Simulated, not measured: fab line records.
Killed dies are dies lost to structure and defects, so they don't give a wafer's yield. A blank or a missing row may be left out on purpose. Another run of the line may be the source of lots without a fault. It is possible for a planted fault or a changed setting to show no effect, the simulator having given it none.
fab line records	flow n5_finfet
[record] lots = 10	wafers = 30	last_day = 20
route steps=1938 shown BEOL_M8@1335 PASSIVATION@1930 END@1938
lots that met no fault: from a run of the same line without faults
start_h: hours from the record's first day to the start of the lot's first wafer shown	wait_h: hours from the lot's prior step to this one	" unchanged from the row above	L1.1+2: one row covering several wafers at once	- no value, or no start given	* or withheld: withheld	< > ~ a bound
route shown NAME@n: names a module that has steps shown in the file, with the first one's number in the route	usual: mean/standard deviation taken from wafers without a fault	same: alike in all rows	chamber/n: place in a boat	sites: each site's reading	_std_site: standard deviation of those values	_edge_site: mean of outer sites minus mean of inner sites	radius_mm: how far each site lies from the wafer's centre	mask NAME#n: copy n	behind: the most recent tool/chamber to have shaped the wafer	hold: what put the lot on hold/how long, in hours/how the hold closed	device: names the non-switching transistor (n, p or np)	end of line: tests run on the same wafers once the route is complete	where a step has no rows: the recipe by itself	killed: not the wafer's yield, but the dies lost to structure and defects at the first sort	map: dies across one wafer; x = killed, . = not, _ = none there
set.NAME: the run value of the setting; set.NAME@STEP: its run value at that earlier step	model.NAME: the simulator's own value behind a step, which no gauge read
one table for each step of the route and one row for each wafer, over a sample of lots
services: a tool's chamber out of use, with start hour (start_h, from the record's first day; less than 0 if before it), hours out, and reason
[[steps]]
[step N5_BEOL_M8_PECVD_70]
[recipe] material = SiO2	target_thk_a = 200	temp_c = 400	precursor = TEOS/O2	pressure_torr = 5.5	rf_w = 450	teos_flow_sccm = 53.8	gas = O2	flow_sccm = 3000	time_s = 22.7
[usual] heater_power_w = 738/110	showerhead_plenum_p_Torr = 8.79/0.03	throttle_valve_pct = 22.2/0.58
lot.wafer	tool	chamber	start_h	wait_h	heater_power_w	showerhead_plenum_p_Torr	throttle_valve_pct
L272.2	pecvd-01	2	217.22	0.0	775	8.84	21.5
L272.4	"	1	"	"	681	8.75	23.0
L272.6	"	2	"	"	776	8.80	21.6
L271.4	pecvd-01	2	218.56	0.1	676	8.79	21.7
L271.5	"	0	"	"	789	8.78	22.1
L271.6	"	1	"	"	645	8.75	22.8
L273.1	pecvd-01	0	224.96	0.0	934	8.75	22.2
L273.2	"	1	"	"	655	8.76	22.6
L273.5	"	1	"	"	678	8.75	22.5
L276.1	pecvd-01	0	233.66	0.0	842	8.78	22.3
L276.2	"	2	"	"	733	8.83	21.6
L276.6	"	2	"	"	731	8.83	21.7
L283.3	pecvd-03	1	296.81	0.0	920	8.85	23.2
L283.4	"	0	"	"	744	8.81	22.0
L283.5	"	2	"	"	571	8.77	21.8
L284.3	pecvd-01	1	303.62	0.0	595	8.76	22.7
L284.5	"	1	"	"	620	8.75	22.6
L284.6	"	2	"	"	764	8.82	21.9
L287.2	pecvd-03	0	305.17	0.0	771	8.80	22.4
L287.3	"	2	"	"	612	8.76	21.8
L287.4	"	0	"	"	771	8.82	22.4
L290.1	pecvd-02	0	331.62	0.0	756	8.80	21.1
L290.4	"	0	"	"	764	8.80	21.6
L290.5	"	0	"	"	756	8.77	21.7
L293.1	pecvd-03	0	361.34	0.0	797	8.86	22.4
L293.3	"	2	"	"	682	8.76	22.1
L293.5	"	0	"	"	771	8.86	22.5
L294.1	pecvd-03	0	390.70	0.0	785	8.81	22.5
L294.2	"	1	"	"	966	8.81	23.0
L294.3	"	2	"	"	599	8.76	21.8
[step N5_PASSIVATION_ETCH_54]
[recipe] chemistry = CHF3/O2	target = SiO2	target_depth_a = 8800	CHF3_flow_sccm = 50	O2_flow_sccm = 5	Ar_flow_sccm = 200	time_s = 440	mask_material = PR	pressure_mtorr = 30	source_w = 650	bias_w = 170	ion_energy_ev = 200
[usual] O2_flow_sccm = 5.001/0.014	drypump_motor_current_A = 5.7/0.47	oes_product_au = 0.80/0.073	rf_vpp_V = 522/9.5	showerhead_plenum_p_Torr = 2.44/0.083	throttle_valve_pct = 18.70/0.17
lot.wafer	tool	chamber	start_h	wait_h	O2_flow_sccm	drypump_motor_current_A	oes_product_au	rf_hours_counter_h	rf_vpp_V	showerhead_plenum_p_Torr	throttle_valve_pct
L271.4	rie_diel-04	1	285.11	0.1	5.020	6.4	0.69	247	506	2.46	19.03
L271.5	"	3	"	"	4.995	5.8	0.72	-	517	2.41	18.83
L271.6	"	2	"	"	5.021	5.8	0.79	-	513	2.35	18.74
L272.2	rie_diel-04	2	289.77	0.1	5.019	5.8	0.78	113	512	2.35	18.74
L272.4	"	1	"	"	4.998	6.4	0.70	249	506	2.46	19.04
L272.6	"	3	"	"	5.029	5.8	0.71	-	520	2.40	18.82
L273.1	rie_diel-02	0	299.12	0.1	4.999	5.3	0.70	235	514	2.39	18.81
L273.2	"	1	"	"	5.008	5.7	0.74	184	524	2.31	18.80
L273.5	"	2	"	"	4.989	5.9	0.94	-	513	2.56	18.76
L276.1	rie_diel-04	3	305.15	0.1	5.008	5.8	0.70	212	520	2.40	18.83
L276.2	"	1	"	"	5.017	6.4	0.69	255	504	2.46	19.03
L276.6	"	2	"	"	5.001	5.8	0.78	-	512	2.35	18.75
L283.3	rie_diel-04	2	358.02	0.1	4.998	5.8	0.76	143	513	2.34	18.80
L283.4	"	3	"	"	4.980	5.8	0.69	230	520	2.40	18.85
L283.5	"	0	"	"	5.009	5.7	0.82	-	535	2.51	18.56
L284.3	rie_diel-04	0	372.53	0.1	5.005	5.7	0.82	94	536	2.51	18.57
L284.5	"	0	"	"	5.002	5.7	0.82	-	534	2.51	18.57
L284.6	"	1	"	"	4.979	6.4	0.92	-	505	2.45	18.65
L287.2	rie_diel-02	2	373.39	0.1	4.998	5.9	0.89	39	511	2.55	18.81
L287.3	"	0	"	"	5.000	5.3	0.95	7	515	2.38	18.41
L287.4	"	3	"	"	4.998	5.6	0.86	50	525	2.47	18.44
L290.1	rie_diel-04	0	393.40	0.1	4.980	5.7	0.82	100	534	2.51	18.57
L290.4	"	1	"	"	4.998	6.4	0.90	24	504	2.45	18.65
L290.5	"	2	"	"	4.967	5.8	0.76	-	513	2.33	18.80
L293.1	rie_diel-01	3	426.83	0.1	5.030	4.9	0.76	141	516	2.50	18.59
L293.3	"	2	"	"	5.021	6.4	0.78	132	538	2.53	18.82
L293.5	"	2	"	"	5.020	6.4	0.77	-	539	2.53	18.81
L294.1	rie_diel-02	3	467.52	0.1	5.005	5.7	0.81	84	524	2.45	18.48
L294.2	"	0	"	"	5.013	5.3	0.88	36	516	2.37	18.47
L294.3	"	1	"	"	4.989	5.7	0.70	236	522	2.29	18.88
[step N5_PASSIVATION_STRIP_48]
[recipe] chemistry = O2	power_w = 600	temp_c = 60	pressure_mtorr = 30	rf_frequency_hz = 6e+07	bias_power_w = 0	overash_fraction = 0.5	o2_flow_sccm = 225
[usual] drypump_motor_current_A = 5.7/0.47	oes_product_au = 0.80/0.079	rf_vpp_V = 3.4/2.4	showerhead_plenum_p_Torr = 2.12/0.08	throttle_valve_pct = 16.56/0.16
lot.wafer	tool	chamber	start_h	wait_h	drypump_motor_current_A	oes_product_au	rf_hours_counter_h	rf_vpp_V	showerhead_plenum_p_Torr	throttle_valve_pct
L271.4	rie_diel-04	1	285.40	0.1	6.4	0.69	247	1.5	2.13	16.90
L271.5	"	3	"	"	5.8	0.71	-	1.6	2.06	16.54
L271.6	"	2	"	"	5.8	0.82	-	6.3	2.02	16.54
L272.2	rie_diel-04	2	290.05	0.1	5.8	0.78	113	4.0	2.02	16.54
L272.4	"	1	"	"	6.4	0.69	249	4.5	2.13	16.84
L272.6	"	3	"	"	5.8	0.69	-	3.0	2.06	16.55
L273.1	rie_diel-02	0	299.41	0.1	5.3	0.69	235	0	2.06	16.56
L273.2	"	1	"	"	5.7	0.75	184	1.9	2.00	16.58
L273.5	"	2	"	"	5.9	0.99	-	1.8	2.23	16.60
L276.1	rie_diel-04	3	305.44	0.1	5.8	0.71	212	2.6	2.06	16.55
L276.2	"	1	"	"	6.4	0.68	255	2.7	2.13	16.81
L276.6	"	2	"	"	5.8	0.78	-	2.0	2.02	16.54
L283.3	rie_diel-04	2	358.31	0.1	5.8	0.75	143	1.7	2.01	16.60
L283.4	"	3	"	"	5.8	0.67	230	3.0	2.05	16.60
L283.5	"	0	"	"	5.7	0.83	-	0.9	2.20	16.56
L284.3	rie_diel-04	0	372.82	0.1	5.8	0.80	94	0.8	2.20	16.47
L284.5	"	0	"	"	5.7	0.83	-	2.7	2.19	16.51
L284.6	"	1	"	"	6.4	0.93	-	2.6	2.12	16.43
L287.2	rie_diel-02	2	373.68	0.1	5.9	0.85	39	4.4	2.22	16.60
L287.3	"	0	"	"	5.3	0.96	7	3.5	2.05	16.19
L287.4	"	3	"	"	5.7	0.90	50	2.7	2.13	16.23
L290.1	rie_diel-04	0	393.69	0.1	5.8	0.82	101	2.2	2.19	16.50
L290.4	"	1	"	"	6.4	0.92	24	9.5	2.11	16.47
L290.5	"	2	"	"	5.8	0.76	-	3.4	2.01	16.66
L293.1	rie_diel-01	3	427.12	0.1	5.0	0.73	141	0.4	2.19	16.59
L293.3	"	2	"	"	6.4	0.78	133	6.9	2.20	16.66
L293.5	"	2	"	"	6.4	0.78	-	0.9	2.20	16.75
L294.1	rie_diel-02	3	467.80	0.1	5.7	0.81	84	2.1	2.12	16.34
L294.2	"	0	"	"	5.3	0.87	36	2.2	2.04	16.23
L294.3	"	1	"	"	5.6	0.71	236	2.0	1.98	16.69
[step N5_PASSIVATION_PROBE_49]
[usual] defect_limited_yield = 91.1/1.4	killed_at_M0_to_M3 = 32/9.3	killed_at_M4_up = 13/5.8	killed_at_contacts = 12/6.3	killed_at_front_end = 44/12	killed_at_other = 3.6/2.7	killed_dies = 104/17	killed_on_rim = 14/3.9	killed_open = 69/13	killed_short = 34/6.9	sort_bin_5_function = 5.2/0.98	sort_bin_6_memory = 3.3/0.59	sort_n_pass = 1075/17	sort_yield_pct = 91.1/1.4
[same] gross_dies = 1180	killed_at_back_side = 0	sort_bin_4_leakage[%] = 0	sort_bin_8_speed[%] = 0
lot.wafer	tool	chamber	start_h	wait_h	defect_limited_yield[%]	killed_at_M0_to_M3	killed_at_M4_up	killed_at_contacts	killed_at_front_end	killed_at_other	killed_dies	killed_on_rim	killed_open	killed_short	sort_bin_5_function[%]	sort_bin_6_memory[%]	sort_n_pass	sort_yield_pct[%]
L273.1	prober-02	-	301.94	0.0	90.1	21	18	24	47	7	117	18	84	32	6.5	3.1	1063	90.1
L273.2	prober-02	-	301.99	0.1	91.7	24	23	8	40	3	98	18	56	31	4.0	3.6	1082	91.7
L273.5	prober-02	-	302.14	0.2	91.5	27	15	13	38	7	100	12	71	28	5.8	2.5	1080	91.5
L284.3	prober-01	-	375.41	0.1	86.3	25	31	20	82	4	162	36	101	44	7.5	4.7	1018	86.3
L284.5	prober-01	-	375.51	0.2	90.3	33	28	10	38	5	114	32	56	39	4.9	3.0	1066	90.3
L284.6	prober-01	-	375.56	0.3	90.2	30	16	19	48	3	116	16	80	36	5.8	4.0	1064	90.2
// killed by level:class
L273.1 MOL_CONTACT_COAG:geometric_particle:open=19 FIN_SAQP:geometric_particle:open=13 BEOL_M4:geometric_particle:open=10 FIN_SAQP:geometric_particle:short=8 STI_FIN_REVEAL:geometric_particle:open=8 BEOL_M0_SAQP:geometric_particle:open=6 MOL_CONTACT_COAG:geometric_particle:short=5 BEOL_M0_SAQP:geometric_particle:short=5
L273.2 BEOL_M4:geometric_particle:open=13 MOL_CONTACT_COAG:geometric_particle:open=8 BEOL_M0_SAQP:geometric_particle:open=8 HKMG_FIN:area_etch=8 FIN_SAQP:geometric_particle:short=6 GATE_CUT:geometric_particle:short=6 FIN_SAQP:geometric_particle:open=5 BEOL_M0_SAQP:geometric_particle:short=5
L273.5 FIN_SAQP:geometric_particle:open=15 MOL_CONTACT_COAG:geometric_particle:open=12 BEOL_M3:geometric_particle:open=8 FIN_SAQP:geometric_particle:short=7 STI_FIN_REVEAL:geometric_particle:open=7 BEOL_M0_SAQP:geometric_particle:short=7 BEOL_M4:geometric_particle:open=5 BEOL_M4:geometric_particle:short=4
L284.3 STI_FIN_REVEAL:geometric_particle:open=25 BEOL_M8:area_pecvd=17 MOL_CONTACT_COAG:geometric_particle:open=15 BEOL_M3:geometric_particle:open=13 FIN_SAQP:geometric_particle:short=9 ILD0:geometric_particle:open=9 FIN_SAQP:geometric_particle:open=8 DUMMY_GATE:geometric_particle:open=6
L284.5 BEOL_M8:area_pecvd=18 BEOL_M0_SAQP:geometric_particle:short=10 MOL_CONTACT_COAG:geometric_particle:open=9 FIN_SAQP:geometric_particle:short=8 BEOL_M2:geometric_particle:open=8 STI_FIN_REVEAL:geometric_particle:open=6 BEOL_M3:geometric_particle:open=5 BEOL_M4:geometric_particle:open=5
L284.6 MOL_CONTACT_COAG:geometric_particle:open=16 FIN_SAQP:geometric_particle:open=13 FIN_SAQP:geometric_particle:short=9 BEOL_M2:geometric_particle:open=8 BEOL_M4:geometric_particle:open=8 STI_FIN_REVEAL:geometric_particle:open=4 DUMMY_GATE:geometric_particle:open=4 BEOL_M0_SAQP:geometric_particle:open=4
[step N5_PASSIVATION_INSPECT_57]
[recipe] inspect_instrument = macro	mode = outgoing
[usual] raw_defect_count = 2.0/1.3
lot.wafer	tool	chamber	start_h	wait_h	raw_defect_count
L271.4	defect_inspect-01	-	288.31	0.0	3
L271.5	"	-	"	"	1
L271.6	"	-	"	"	2
L272.2	defect_inspect-02	-	292.95	0.0	2
L272.4	"	-	"	"	0
L272.6	"	-	"	"	1
L273.1	defect_inspect-01	-	302.30	0.0	0
L273.2	"	-	"	"	4
L273.5	"	-	"	"	4
L276.1	defect_inspect-02	-	308.32	0.0	1
L276.2	"	-	"	"	3
L276.6	"	-	"	"	4
L283.3	defect_inspect-01	-	361.16	0.0	0
L283.4	"	-	"	"	2
L283.5	"	-	"	"	4
L284.3	defect_inspect-02	-	375.67	0.0	4
L284.5	"	-	"	"	2
L284.6	"	-	"	"	2
L287.2	defect_inspect-02	-	376.54	0.0	4
L287.3	"	-	"	"	3
L287.4	"	-	"	"	3
L290.1	defect_inspect-02	-	396.53	0.0	2
L290.4	"	-	"	"	2
L290.5	"	-	"	"	5
L293.1	defect_inspect-01	-	429.97	0.0	3
L293.3	"	-	"	"	2
L293.5	"	-	"	"	1
L294.1	defect_inspect-02	-	470.65	0.0	1
L294.2	"	-	"	"	3
L294.3	"	-	"	"	1
[[services]]
tool	chamber	start_h	hours	kind
pecvd-03	-	196.68	14.6	pm
rie_diel-01	-	218.42	14.6	pm
pecvd-03	-	262.15	0.7	repair
pecvd-01	1	294.60	5.9	repair
rie_diel-02	1	300.39	15.4	repair
rie_diel-02	3	305.25	2.1	repair
rie_diel-04	1	308.27	2.9	repair
rie_diel-04	0	311.57	9.9	repair
pecvd-01	2	323.02	8.5	repair
pecvd-02	1	329.19	4.8	repair
rie_diel-04	3	346.23	10.6	repair
rie_diel-04	-	352.25	0.6	repair
rie_diel-01	0	371.46	2.1	repair
pecvd-02	1	373.23	14.0	repair
rie_diel-01	0	383.71	77.6	repair
pecvd-03	-	384.77	0.5	repair
rie_diel-02	0	389.92	9.1	repair
pecvd-01	1	426.10	12.0	repair
pecvd-02	-	432.38	0.2	repair
rie_diel-04	3	441.94	-	clean
rie_diel-04	3	441.94	-	consumable_replace:focus_ring
rie_diel-02	1	444.32	12.7	repair
pecvd-01	-	465.29	1.0	repair
rie_diel-04	1	465.83	3.9	repair
[[key]]
[first_sign] step = N5_PASSIVATION_PROBE_49	reading = killed_at_M4_up	direction = up	sigmas = 2.9	usual = 13	struck = 30
[effect] step = N5_PASSIVATION_PROBE_49	reading = killed_on_rim	direction = up	sigmas = 5.1	usual = 14	struck = 34
met_at N5_BEOL_M8_PECVD_70
struck_lots L284
struck_wafers L284.3,L284.5
not_acting_at N5_PASSIVATION_ETCH_54,N5_PASSIVATION_STRIP_48,N5_PASSIVATION_INSPECT_57
onset_between 224.96 303.62
[fault] kind = site_profile_drift	tool = pecvd-01	chamber = 1	onset_h = 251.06	steps = N5_BEOL_M8_PECVD_70	basis = fraction	max_abs_drift = 0.52687	slope_share_per_hr = 117.08	site_pattern = 0,0,0,0,0,-1,-1,-1,-1
